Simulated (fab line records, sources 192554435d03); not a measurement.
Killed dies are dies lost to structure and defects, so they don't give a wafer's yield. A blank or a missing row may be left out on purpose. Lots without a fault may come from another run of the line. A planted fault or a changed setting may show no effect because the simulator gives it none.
fab line records | flow n5_finfet | part 2 of 2: steps 41 to 41 of 41
record lots=6 wafers=18 last_day=18
route steps=1938 shown BEOL_M8@1381 BEOL_M9@1401 PASSIVATION@1936
lots that met no fault: from a run of the same line without faults
start_h: hours from the record's first day to the start of the lot's first wafer shown | wait_h: hours since the lot's step before | " the same as in the row above | L1.1+2: a row that stands for several wafers | - no value, or no start given | * or withheld: withheld | < > ~ a bound
route shown NAME@n: a module of which the file shows steps, and the number in the route of the first | usual: mean/standard deviation of fault-free wafers | same: alike in all rows | chamber/n: place in a boat | sites: the reading at each site | _std_site: their standard deviation | _edge_site: outer sites' mean less inner sites' | radius_mm: how far each site lies from the wafer's centre | mask NAME#n: copy n | behind: the tool/chamber that last shaped the wafer | hold: why the lot was held/for how many hours/how that ended | device: the transistor (n, p or np) that didn't switch | end of line: the same wafers' tests at the end of the route | a step without rows: its recipe alone | killed: dies lost to structure and defects at the first sort, not the wafer's yield | map: a wafer's dies, x killed, . not, _ none there
set.NAME: the setting as run; set.NAME@STEP: as run at that earlier step | model.NAME: the simulator's own value behind a step, which no gauge read
lots at some steps of the route; a table a step, a row a wafer
services: from which hour (start_h, from the record's first day; less than 0 if before it) a tool's chamber was out of use, for how many hours, and why
## steps
# step N5_PASSIVATION_PROBE_49
# usual defect_limited_yield=91.0/1.6 killed_at_M0_to_M3=35/11 killed_at_M4_up=14/5.3 killed_at_contacts=13/6.7 killed_at_front_end=41/12 killed_at_other=3.9/2.7 killed_dies=106/19 killed_on_rim=14/4 killed_open=70/14 killed_short=35/8.8 sort_bin_5_function=5.3/1 sort_bin_6_memory=3.3/0.81 sort_n_pass=1073/19 sort_yield_pct=91.0/1.6
# same gross_dies=1180 killed_at_back_side=0 sort_bin_4_leakage[%]=0 sort_bin_8_speed[%]=0
# columns lot.wafer tool chamber start_h wait_h defect_limited_yield[%] killed_at_M0_to_M3 killed_at_M4_up killed_at_contacts killed_at_front_end killed_at_other killed_dies killed_on_rim killed_open killed_short sort_bin_5_function[%] sort_bin_6_memory[%] sort_n_pass sort_yield_pct[%]
L744.2 prober-01 - 308.11 1.0 87.3 56 12 25 52 5 150 20 106 44 7.7 4.7 1030 87.3
L744.3 prober-01 - 308.16 1.1 89.8 26 11 28 49 6 120 12 78 41 5.7 4.3 1060 89.8
L744.4 prober-01 - 308.21 1.1 86.4 70 16 26 45 3 160 18 107 53 6.8 6.2 1020 86.4
L743.1 prober-02 - 318.50 0.0 93.0 29 15 6 28 5 83 12 45 33 4.0 2.7 1097 93.0
L743.3 prober-02 - 318.60 0.1 91.2 34 12 10 46 2 104 12 74 24 4.8 3.6 1076 91.2
L743.4 prober-02 - 318.65 0.2 90.0 36 12 19 48 3 118 14 74 37 5.8 3.7 1062 90.0
L754.4 prober-02 - 358.52 0.2 90.9 31 23 16 34 3 107 16 67 40 5.8 3.0 1073 90.9
L754.5 prober-02 - 358.57 0.2 89.9 30 17 16 55 1 119 14 82 37 5.2 4.5 1061 89.9
L754.6 prober-02 - 358.62 0.3 91.2 38 13 11 41 1 104 23 66 38 5.3 3.1 1076 91.2
L756.4 prober-02 - 369.79 0.2 93.6 21 18 6 28 3 76 12 47 28 4.2 1.9 1104 93.6
L756.5 prober-02 - 369.84 0.2 90.9 37 15 14 37 4 107 16 67 40 5.3 3.3 1073 90.9
L756.6 prober-02 - 369.89 0.3 90.6 35 24 9 41 2 111 19 76 31 5.4 3.3 1069 90.6
L761.1 prober-01 - 413.30 0.0 63.3 27 346 16 37 7 433 50 68 29 22.0 12.2 747 63.3
L761.4 prober-01 - 413.45 0.2 65.8 33 333 8 24 6 404 48 62 26 20.6 11.7 776 65.8
L761.5 prober-01 - 413.50 0.2 63.9 42 334 9 38 3 426 58 73 29 21.7 12.0 754 63.9
L762.1 prober-01 - 442.32 0.0 64.8 23 355 11 18 8 415 51 51 23 21.3 12.0 765 64.8
L762.5 prober-01 - 442.52 0.2 64.2 31 342 12 36 1 422 68 75 25 21.4 12.8 758 64.2
L762.6 prober-01 - 442.57 0.3 62.7 44 345 8 42 1 440 52 78 32 22.5 12.4 740 62.7
# killed by level:class
L744.2 MOL_CONTACT_COAG:geometric_particle:open=22 BEOL_M0_SAQP:geometric_particle:open=15 BEOL_M1:geometric_particle:open=13 FIN_SAQP:geometric_particle:open=11 BEOL_M0_SAQP:geometric_particle:short=11 FIN_SAQP:geometric_particle:short=8 BEOL_M3:geometric_particle:open=7 DUMMY_GATE:geometric_particle:open=6
L744.3 MOL_CONTACT_COAG:geometric_particle:open=23 FIN_SAQP:geometric_particle:open=14 BEOL_M0_SAQP:geometric_particle:short=11 FIN_SAQP:geometric_particle:short=7 BEOL_M0_SAQP:geometric_particle:open=7 GATE_CUT:geometric_particle:short=6 STI_FIN_REVEAL:geometric_particle:open=5 MOL_CONTACT_COAG:geometric_particle:short=5
L744.4 BEOL_M0_SAQP:geometric_particle:short=22 MOL_CONTACT_COAG:geometric_particle:open=20 FIN_SAQP:geometric_particle:open=16 BEOL_M0_SAQP:geometric_particle:open=15 BEOL_M1:geometric_particle:open=14 FIN_SAQP:geometric_particle:short=11 BEOL_M3:geometric_particle:open=8 MOL_CONTACT_COAG:geometric_particle:short=6
L743.1 BEOL_M0_SAQP:geometric_particle:short=9 BEOL_M2:geometric_particle:open=7 GATE_CUT:geometric_particle:short=6 STI_FIN_REVEAL:geometric_particle:open=5 BEOL_M4:geometric_particle:open=5 MOL_CONTACT_COAG:geometric_particle:open=4 BEOL_M5:geometric_particle:open=4 GATE_CUT:geometric_particle:open=3
L743.3 GATE_CUT:geometric_particle:open=10 BEOL_M2:geometric_particle:open=10 MOL_CONTACT_COAG:geometric_particle:open=9 BEOL_M5:geometric_particle:open=8 FIN_SAQP:geometric_particle:open=7 STI_FIN_REVEAL:geometric_particle:open=7 BEOL_M1:geometric_particle:open=6 FIN_SAQP:geometric_particle:short=5
L743.4 STI_FIN_REVEAL:geometric_particle:open=14 MOL_CONTACT_COAG:geometric_particle:open=14 BEOL_M0_SAQP:geometric_particle:short=8 GATE_CUT:geometric_particle:short=7 GATE_CUT:geometric_particle:open=6 BEOL_M0_SAQP:geometric_particle:open=6 BEOL_M1:geometric_particle:open=6 BEOL_M2:geometric_particle:open=6
L754.4 FIN_SAQP:geometric_particle:short=11 BEOL_M4:geometric_particle:open=11 MOL_CONTACT_COAG:geometric_particle:open=10 BEOL_M0_SAQP:geometric_particle:open=9 FIN_SAQP:geometric_particle:open=7 BEOL_M0:geometric_particle:open=7 MOL_CONTACT_COAG:geometric_particle:short=6 BEOL_M4:geometric_particle:short=6
L754.5 FIN_SAQP:geometric_particle:open=19 FIN_SAQP:geometric_particle:short=13 MOL_CONTACT_COAG:geometric_particle:open=13 STI_FIN_REVEAL:geometric_particle:open=10 BEOL_M0_SAQP:geometric_particle:short=9 BEOL_M4:geometric_particle:open=8 BEOL_M3:geometric_particle:open=6 BEOL_M1:geometric_particle:open=4
L754.6 FIN_SAQP:geometric_particle:open=11 BEOL_M4:geometric_particle:open=9 MOL_CONTACT_COAG:geometric_particle:open=9 BEOL_M3:geometric_particle:open=9 FIN_SAQP:geometric_particle:short=8 BEOL_M0_SAQP:geometric_particle:open=7 BEOL_M0_SAQP:geometric_particle:short=7 GATE_CUT:geometric_particle:short=6
L756.4 BEOL_M4:geometric_particle:open=12 BEOL_M0_SAQP:geometric_particle:short=6 FIN_SAQP:geometric_particle:open=5 MOL_CONTACT_COAG:geometric_particle:open=5 BEOL_M0_SAQP:geometric_particle:open=5 BEOL_M1:geometric_particle:open=5 STARTING-WAFER:geometric_particle:short=5 STI_FIN_REVEAL:geometric_particle:open=4
L756.5 BEOL_M0_SAQP:geometric_particle:open=12 FIN_SAQP:geometric_particle:short=11 FIN_SAQP:geometric_particle:open=10 MOL_CONTACT_COAG:geometric_particle:open=10 BEOL_M0_SAQP:geometric_particle:short=9 STI_FIN_REVEAL:geometric_particle:open=8 BEOL_M1:geometric_particle:open=7 BEOL_M4:geometric_particle:open=6
L756.6 BEOL_M0_SAQP:geometric_particle:short=13 BEOL_M4:geometric_particle:open=13 FIN_SAQP:geometric_particle:open=12 MOL_CONTACT_COAG:geometric_particle:open=9 BEOL_M0_SAQP:geometric_particle:open=8 STI_FIN_REVEAL:geometric_particle:open=8 BEOL_M1:geometric_particle:open=6 FIN_SAQP:geometric_particle:short=5
L761.1 BEOL_M8:unspecified=334 MOL_CONTACT_COAG:geometric_particle:open=14 BEOL_M1:geometric_particle:open=9 BEOL_M4:geometric_particle:open=8 FIN_SAQP:geometric_particle:open=7 BEOL_M3:geometric_particle:open=7 BEOL_M3:geometric_particle:short=6 GATE_CUT:geometric_particle:short=5
L761.4 BEOL_M8:unspecified=316 BEOL_M1:geometric_particle:open=13 BEOL_M4:geometric_particle:open=10 BEOL_M2:geometric_particle:open=7 GATE_CUT:geometric_particle:short=5 MOL_CONTACT_COAG:geometric_particle:open=5 FIN_SAQP:geometric_particle:open=4 GATE_CUT:geometric_particle:open=4
L761.5 BEOL_M8:unspecified=321 BEOL_M1:geometric_particle:open=13 BEOL_M3:geometric_particle:open=12 FIN_SAQP:geometric_particle:short=8 FIN_SAQP:geometric_particle:open=8 MOL_CONTACT_COAG:geometric_particle:open=8 BEOL_M1:geometric_particle:short=7 BEOL_M4:geometric_particle:open=6
L762.1 BEOL_M8:unspecified=340 MOL_CONTACT_COAG:geometric_particle:open=10 BEOL_M0_SAQP:geometric_particle:open=7 BEOL_M4:geometric_particle:open=6 BEOL_M3:geometric_particle:open=5 FIN_SAQP:geometric_particle:short=4 BEOL_M1:geometric_particle:open=4 FIN_SAQP:geometric_particle:open=3
L762.5 BEOL_M8:unspecified=321 BEOL_M4:geometric_particle:open=12 MOL_CONTACT_COAG:geometric_particle:open=11 FIN_SAQP:geometric_particle:short=9 BEOL_M2:geometric_particle:open=8 BEOL_M0_SAQP:geometric_particle:open=7 STI_FIN_REVEAL:geometric_particle:open=6 BEOL_M1:geometric_particle:open=6
L762.6 BEOL_M8:unspecified=328 STI_FIN_REVEAL:geometric_particle:open=12 BEOL_M3:geometric_particle:open=12 BEOL_M1:geometric_particle:open=9 BEOL_M4:geometric_particle:open=9 BEOL_M2:geometric_particle:open=7 BEOL_M0_SAQP:geometric_particle:short=6 FIN_SAQP:geometric_particle:short=5
# map L761.1 (x killed, . not)
_________________..x.xxx..x..________________
______________..x.x..xxx..xx..x._____________
___________.....xx..xx.....xx...x..__________
__________x.........xxxx......x....._________
________.x..xx.xxxx....xx...x.....xx.._______
_______...x....x.x.xxxx.xx..x..xx.xxx..______
______x......x.x...x.xx....x...x.x..x..x_____
_____...x....xx.x....x.x.x....x..xx..x.xx____
____..xx.....x..x.xx...x......x.xx..xx.x..___
___....xx...x...xx..x.xx.x..xx.x...x.x.....__
___....x..x...xx.....xx.x.....xxx........x.__
__..xxx.x.xx.xxx...xx...x....x..x.x.x..xx..x_
__x.x.....x.x..x.x.x.x.....x..x.xx.....x..x._
_...x...x..xxxx.......x.......x.xx.x...x.x.x.
_.x...x..x.x....xxx....x.x..x.x.xxx.x.xx...x.
_..........x.......x.....x.x.xxx......xx.x..x
_..xxxx....x....xxx....x.....xx...xx....x.xxx
_..x..x..x....x.x...xx....xxxxx.xx....xxx..x.
_.x...x.x...........x..x.x.x...x..xx...x.....
_.x..xx.x....x.xx.x..x...x...x....x.xx..xx.xx
_xxx.xxxxx..x....x......x..x...xx.xx..x...xxx
__...x.x.x...xx.xx..x....x...x.x.x.x.......x_
__xxx.xx..........x.xx..xx..x..x.x.x......x._
___.xxx......xx......xxxxx...x..x.xxx......__
___.....x..x..x...xxx.x.....x........xx..x.__
____...xx......x.xx.....x.x..x..x...xx..x.___
_____.x.x...........x.xx.xx.xx..x.xx.xxx.____
______.x.xx...x...xxx..xxx...xx.......x._____
_______...xxxx..x..x...xx...x....xx...x______
________.x....x....xx..xx..x..xxxxxx.._______
__________.x.xxxxx...xxxx.....xxx..._________
___________x.xx...x..x..x..x..x....__________
______________.xx.xxxxxxxx.x..xx_____________
_________________.x.x.xx.....________________
# map L762.6 (x killed, . not)
_________________x....x.....x________________
______________x.x......xxx......_____________
___________xx....xx.x.x...xx.x.x...__________
__________x...x.xx.xx......x....xxx._________
________xx.....xx..x.xx..........x...._______
_______x...x...x.x.....x...x.x.x....x..______
______x...x.x.x....x.x.x..x....xxx.xx..x_____
_____x.....x.....xx..x.xx.x.x...x..xx.xx.____
____x......xx.xx...x.xxx....x..xx........x___
___x...x....x.x.x...xx...x...xxx..xx.xx.xxx__
___...x...x.xx.x..xx.x...x..x..x..x....xx..__
__xx.xx..x...x.....x..x...x..xx..x...xx.xx.x_
__x...x.x.xx.x..xxx...x.x.xx....x..x....x.xx_
_...xxx......xx..xxxx.xx....xx..x..xxxx.xx.xx
_..........x.xx.x..x.x....xx..........x.....x
_..xxx..x...xxx.......x...x.....x...xxxxxx.xx
_.xx..x..x..xx...x.......x.xxx...x..x.x..xxx.
_x.xxx..xx...xxxx...x.x.xx.x..x.x.x...x.xxxx.
_xxx.....xx....xxxx........xxxx........xx.x..
_.xx.xxx..x.....xxxx.......x.x.....xx.xxx...x
_xx.x....x.x....xx....xxxx..x..x.x.......x.xx
__.x.xx..xx..x.x.x.xx..x.....x...xx.x.x....._
__..x.x.x...x.x.x.x.........xx...........x.x_
___...xxxxx...xx..x.xx.xx.xx...x.......xxx.__
___....xx.x..xx.x..x.....xxxx.xx..x....xx.x__
____...x..x.x...x....x..x.x.xxx.x..xxx..x.___
_____....x...x...x.xx........x....x...x..____
______....xx..x.....x.x..xxxx...xxxx..x._____
_______.....x.x......x.x.x.x..x.x..xx.x______
________.......xxx..x...x..x...xxx...._______
__________..x.....x.xx..xx...x....x._________
___________x..xx.x...xx..x.x..x....__________
______________....x..x...xx.x.x._____________
_________________x...x.x....x________________
## services
# columns tool chamber start_h hours kind
ald_metal-02 0 194.64 2.9 repair
ald_metal-01 - 205.13 8.7 pm
uv_cure-02 - 205.35 1.0 pm
uv_cure-02 - 215.82 22.2 pm
ecd_cu-02 - 218.56 0.8 repair
pecvd-03 2 222.84 7.1 repair
ecd_cu-01 - 224.25 6.9 repair
pecvd-01 1 231.76 22.7 repair
ald_metal-01 3 234.58 3.0 repair
ald_metal-03 3 246.81 7.2 repair
pecvd-02 - 264.28 5.5 pm
pvd_sputter-03 - 294.50 0.8 repair
rie_metal-01 0 295.29 6.3 repair
rie_metal-02 - 308.24 2.8 pm
rie_metal-02 0 311.09 7.3 repair
ald_metal-03 - 318.79 1.7 repair
uv_cure-02 - 320.44 7.5 pm
ecd_cu-01 - 323.62 1.7 repair
pecvd-03 - 324.74 0.7 repair
rie_metal-01 - 326.54 1.4 pm
rie_metal-02 - 334.54 0.1 repair
ald_metal-01 - 337.25 14.0 pm
rie_metal-01 - 340.17 2.8 pm
pecvd-02 1 369.50 7.5 repair
## key
first_sign step=N5_PASSIVATION_PROBE_49 reading=killed_at_M4_up direction=up sigmas=62 usual=14 struck=342
effect step=N5_PASSIVATION_PROBE_49 reading=killed_dies direction=up sigmas=16 usual=106 struck=423
more_kills_born_at N5_BEOL_M8_ECD_50@ecd_cu-02=1960
met_at N5_BEOL_M8_ECD_50
struck_wafers L761.1,L761.4,L761.5,L762.1,L762.5,L762.6
onset_between 307.09 351.26
also_fits time
fault kind=chamber_particle_source tool=ecd_cu-02 chamber=- onset_h=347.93 steps=N5_BEOL_M8_ECD_50 rate_per_visit_cm2=0.62219 end_h=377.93
